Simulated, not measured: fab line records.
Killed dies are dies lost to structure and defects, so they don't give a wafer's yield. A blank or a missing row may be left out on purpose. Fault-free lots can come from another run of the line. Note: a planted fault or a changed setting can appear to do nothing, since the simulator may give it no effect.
Which tool is to blame? | flow n5_finfet | 9 lots with 27 wafers sampled at 6 steps, on a route of 1938 steps

## WHAT EACH GAUGE READ, for each wafer
N5_HKMG_FIN_OVL_MEAS_50. Usual: NDIPOLE_OVL typically reads 0.0 nm, with standard deviation 0.83.
lot  | measured    | on         | NDIPOLE_OVL (nm) | flag
L887 | day 4 04:34 | overlay-01 | -0.6 -0.7 -0.4   |
L889 | day 4 17:13 | overlay-02 | 0.1 1.2 0.3      |
L890 | day 5 00:04 | overlay-01 | 0.6 0.0 -0.2     |
L891 | day 5 07:00 | overlay-01 | 1.6 1.7 2.1      |
L900 | day 7 13:26 | overlay-02 | -0.5 -0.2 0.1    |
L902 | day 8 08:40 | overlay-02 | 0.2 0.2 -0.1     |
L906 | day 9 04:14 | overlay-02 | 0.0 0.2 -0.4     |
L907 | day 9 06:50 | overlay-02 | -0.3 -0.6 -0.2   |
L908 | day 9 17:11 | overlay-02 | 1.3 0.7 0.0      |

N5_HKMG_FIN_INSPECT_14: inspects for defects (macro). Usual: 2.0 for raw_defect_count, sd 1.4.
lot  | measured    | on                | raw_defect_count | flag
L887 | day 4 07:58 | defect_inspect-01 | 4 1 1            |
L889 | day 4 20:42 | defect_inspect-02 | 2 2 2            |
L890 | day 5 03:55 | defect_inspect-02 | 19 16 18         | OFF
L891 | day 5 10:29 | defect_inspect-02 | 16 21 23         | OFF
L900 | day 7 16:49 | defect_inspect-02 | 0 3 2            |
L902 | day 8 12:12 | defect_inspect-01 | 2 1 2            |
L906 | day 9 07:47 | defect_inspect-02 | 3 2 4            |
L907 | day 9 10:26 | defect_inspect-02 | 1 1 2            |
L908 | day 9 22:00 | defect_inspect-02 | 3 2 0            |

N5_BEOL_M4_RC_MEAS_101. Usual: DIBL_N 36.1 mV/V, standard deviation 2; DIBL_P 36.3 mV/V, standard deviation 2.4; IOFF_N 0.15 nA/um, standard deviation 0.035; IOFF_P 0.21 nA/um, standard deviation 0.039; ION_N 672 uA/um, standard deviation 15; ION_P 463 uA/um, standard deviation 9.7; SS_N 71.5 mV/dec, standard deviation 0.7; SS_P 73.2 mV/dec, standard deviation 0.75; VT_N 251 mV, standard deviation 3.6; VT_P -250 mV, standard deviation 3.8.
lot  | measured     | on        | DIBL_N (mV/V)  | DIBL_P (mV/V)  | IOFF_N (nA/um) | IOFF_P (nA/um) | ION_N (uA/um) | ION_P (uA/um) | SS_N (mV/dec)  | SS_P (mV/dec)  | VT_N (mV)   | VT_P (mV)      | flag
L887 | day 8 06:00  | prober-02 | 39.4 36.0 39.1 | 40.9 36.5 40.4 | 0.23 0.15 0.22 | 0.26 0.19 0.26 | 693 689 707   | 469 470 475   | 72.7 71.2 72.4 | 73.6 72.8 74.9 | 245 248 247 | -249 -252 -249 |
L889 | day 9 00:01  | prober-02 | 35.3 31.4 32.5 | 37.2 32.2 32.9 | 0.12 0.08 0.08 | 0.16 0.11 0.11 | 675 637 631   | 453 439 434   | 71.4 69.7 70.5 | 73.3 71.6 72.3 | 253 260 261 | -258 -262 -262 |
L900 | day 11 12:26 | prober-02 | 37.0 34.1 35.9 | 37.2 33.6 35.8 | 0.17 0.12 0.15 | 0.24 0.17 0.21 | 696 655 687   | 474 457 474   | 71.3 70.9 70.9 | 72.7 72.2 73.0 | 247 253 252 | -248 -253 -252 |
L902 | day 12 12:00 | prober-02 | 33.3 38.0 34.9 | 33.1 38.7 33.5 | 0.13 0.20 0.13 | 0.18 0.27 0.17 | 667 680 664   | 452 462 451   | 70.4 72.8 72.6 | 72.3 73.7 73.3 | 250 247 253 | -254 -248 -250 |
L906 | day 12 23:37 | prober-02 | 36.1 34.5 33.7 | 38.5 35.5 33.6 | 0.17 0.14 0.12 | 0.24 0.20 0.17 | 673 666 662   | 474 462 456   | 71.7 72.0 71.0 | 74.1 73.4 72.7 | 250 250 252 | -250 -251 -255 |
L907 | day 13 18:46 | prober-01 | 37.0 32.3 34.5 | 37.2 31.4 34.8 | 0.18 0.10 0.14 | 0.24 0.15 0.21 | 672 652 665   | 458 457 458   | 72.1 70.9 71.1 | 73.5 71.8 72.5 | 248 258 252 | -250 -254 -249 |
L908 | day 13 23:06 | prober-01 | 36.3 39.6 36.0 | 35.1 39.1 34.1 | 0.13 0.19 0.12 | 0.21 0.27 0.19 | 647 680 656   | 451 464 458   | 71.1 72.3 71.3 | 72.2 73.1 72.6 | 254 246 256 | -247 -248 -253 |

## EACH LOT AND THE TOOL THAT RAN IT (in order: tool; ch and the chambers of the sampled wafers; start)
lot  | N5_SDB_ETCH_25                    | N5_HKMG_FIN_ETCH_58               | N5_HKMG_FIN_STRIP_60
L887 | rie_diel-01 ch 2,3, day 3 23:32   | rie_diel-05 ch 1,3, day 4 04:55   | plasma_asher-01 ch 0,1, day 4 05:30
L889 | rie_diel-01 ch 0,2, day 4 12:19   | rie_diel-05 ch 0,2,3, day 4 17:34 | plasma_asher-02 ch 0,1, day 4 18:09
L890 | rie_diel-05 ch 0,2,3, day 4 19:18 | rie_diel-01 ch 0,1,3, day 5 00:49 | plasma_asher-01 ch 0,1, day 5 01:23
L891 | rie_diel-05 ch 1,2, day 5 01:49   | rie_diel-01 ch 2,3, day 5 07:23   | plasma_asher-02 ch 0,1, day 5 07:58
L900 | rie_diel-04 ch 1,2, day 7 08:29   | rie_diel-04 ch 2,3, day 7 13:47   | plasma_asher-02 ch 0,1, day 7 14:22
L902 | rie_diel-05 ch 0,2,3, day 8 03:26 | rie_diel-01 ch 0,2,3, day 8 09:01 | plasma_asher-02 ch 0,1, day 8 09:36
L906 | rie_diel-04 ch 1,2,3, day 8 22:56 | rie_diel-05 ch 1,2, day 9 04:35   | plasma_asher-02 ch 0,1, day 9 05:10
L907 | rie_diel-04 ch 1,3, day 9 01:23   | rie_diel-01 ch 0,1, day 9 07:12   | plasma_asher-01 ch 0,1, day 9 07:47
L908 | rie_diel-01 ch 0,2, day 9 12:04   | rie_diel-04 ch 0,3, day 9 17:32   | plasma_asher-01 ch 0,1, day 9 18:07
- N5_SDB_ETCH_25: etches SiO2 in C4F6/O2, target depth 10 nm, time 3.3 s.
- N5_HKMG_FIN_ETCH_58: etches SOC in N2/H2, target depth 215.8 nm, time 741 s.
- N5_HKMG_FIN_STRIP_60: strips in N2/H2, time 360 s.

## AS READ BY THE TOOLS THEMSELVES (means over the sampled wafers that have a number; for cases with no such wafer, the mark the record gives instead)
N5_SDB_ETCH_25. Usual: C4F6_flow_sccm 9.998 sccm, standard deviation 0.029; drypump_motor_current_A 5.5 A, standard deviation 0.38; oes_product_au 0.79 a.u., standard deviation 0.099; rf_vpp_V 680 V, standard deviation 27; showerhead_plenum_p_Torr 2.84 Torr, standard deviation 0.099; throttle_valve_pct 21.18 %, standard deviation 0.25.
lot  | tool        | C4F6_flow_sccm (sccm) | drypump_motor_current_A (A) | oes_product_au (a.u.) | rf_vpp_V (V) | showerhead_plenum_p_Torr (Torr) | throttle_valve_pct (%) | flag
L887 | rie_diel-01 | 10.002                | 5.6                         | 0.85                  | 707          | 2.92                            | 21.11                  |
L889 | rie_diel-01 | 10.005                | 5.6                         | 0.93                  | 708          | 2.86                            | 21.00                  |
L890 | rie_diel-05 | 9.993                 | 5.2                         | 0.76                  | 653          | 2.75                            | 21.26                  |
L891 | rie_diel-05 | 9.989                 | 5.6                         | 0.82                  | 662          | 2.74                            | 21.16                  |
L900 | rie_diel-04 | 10.001                | 5.7                         | 0.69                  | 689          | 2.87                            | 21.54                  |
L902 | rie_diel-05 | 10.000                | 5.2                         | 0.73                  | 652          | 2.74                            | 21.29                  |
L906 | rie_diel-04 | 9.988                 | 5.5                         | 0.78                  | 671          | 2.86                            | 21.22                  |
L907 | rie_diel-04 | 10.044                | 5.2                         | 0.88                  | 654          | 2.85                            | 20.86                  |
L908 | rie_diel-01 | 10.011                | 5.6                         | 0.85                  | 707          | 2.84                            | 21.05                  |

N5_HKMG_FIN_ETCH_58. Usual: drypump_motor_current_A 5.5 A, standard deviation 0.37; oes_product_au 0.78 a.u., standard deviation 0.085; rf_vpp_V 99.1 V, standard deviation 1; showerhead_plenum_p_Torr 2.51 Torr, standard deviation 0.089; throttle_valve_pct 17.81 %, standard deviation 0.28.
lot  | tool        | drypump_motor_current_A (A) | oes_product_au (a.u.) | rf_vpp_V (V) | showerhead_plenum_p_Torr (Torr) | throttle_valve_pct (%) | flag
L887 | rie_diel-05 | 5.4                         | 0.80                  | 98.9         | 2.53                            | 17.56                  |
L889 | rie_diel-05 | 5.2                         | 0.76                  | 99.2         | 2.48                            | 17.98                  |
L890 | rie_diel-01 | 5.7                         | 0.82                  | 99.7         | 2.56                            | 17.72                  |
L891 | rie_diel-01 | 5.7                         | 0.78                  | 98.4         | 2.62                            | 17.77                  |
L900 | rie_diel-04 | 5.5                         | 0.69                  | 99.2         | 2.60                            | 17.91                  |
L902 | rie_diel-01 | 5.8                         | 0.82                  | 100.2        | 2.55                            | 17.65                  |
L906 | rie_diel-05 | 5.7                         | 0.79                  | 98.2         | 2.39                            | 18.08                  |
L907 | rie_diel-01 | 5.7                         | 0.82                  | 99.2         | 2.48                            | 17.63                  |
L908 | rie_diel-04 | 5.4                         | 0.92                  | 99.0         | 2.61                            | 17.37                  |

N5_HKMG_FIN_STRIP_60. Usual: drypump_motor_current_A 5.9 A, standard deviation 0.82; h2_flow_sccm 3249 sccm, standard deviation 10; heater_power_w 455 W, standard deviation 18.
lot  | tool            | drypump_motor_current_A (A) | h2_flow_sccm (sccm) | heater_power_w (W) | flag
L887 | plasma_asher-01 | 5.8                         | 3248                | 471                |
L889 | plasma_asher-02 | 5.4                         | 3256                | 444                |
L890 | plasma_asher-01 | -                           | -                   | -                  | OFF
L891 | plasma_asher-02 | -                           | -                   | -                  | OFF
L900 | plasma_asher-02 | 6.1                         | 3264                | 455                |
L902 | plasma_asher-02 | 5.4                         | 3250                | 441                |
L906 | plasma_asher-02 | 5.4                         | 3252                | 438                |
L907 | plasma_asher-01 | 5.8                         | 3249                | 464                |
L908 | plasma_asher-01 | 6.2                         | 3249                | 454                |

## THE ANSWER, worked out from the rows above alone
Rule: lot off if the mean of its wafers having a number is beyond 3 standard deviations from the usual mean. Also off: a lot with no number at a reading for which 4 or more lots have one. Any other lot the step has rows for is counted as sound. First the gauges in route order, then the tools' own readings, where a lot's mean is used as printed above. The first step at which some lot is off is used, and at that step the reading that is off furthest; a lot without a number counts as furthest.
Off, at N5_HKMG_FIN_INSPECT_14 on raw_defect_count: L890, L891.
A tool fits if, at a process step before that reading, it ran every lot that is off, and no sound lot after the first of them. The gauges at N5_HKMG_FIN_INSPECT_14 aren't tried: what is off there is off at N5_HKMG_FIN_STRIP_60 too, on other tools, and a gauge's error can't cause that. Not one of the candidates tried fits.

## WHAT WAS PUT IN BY THE SIMULATOR
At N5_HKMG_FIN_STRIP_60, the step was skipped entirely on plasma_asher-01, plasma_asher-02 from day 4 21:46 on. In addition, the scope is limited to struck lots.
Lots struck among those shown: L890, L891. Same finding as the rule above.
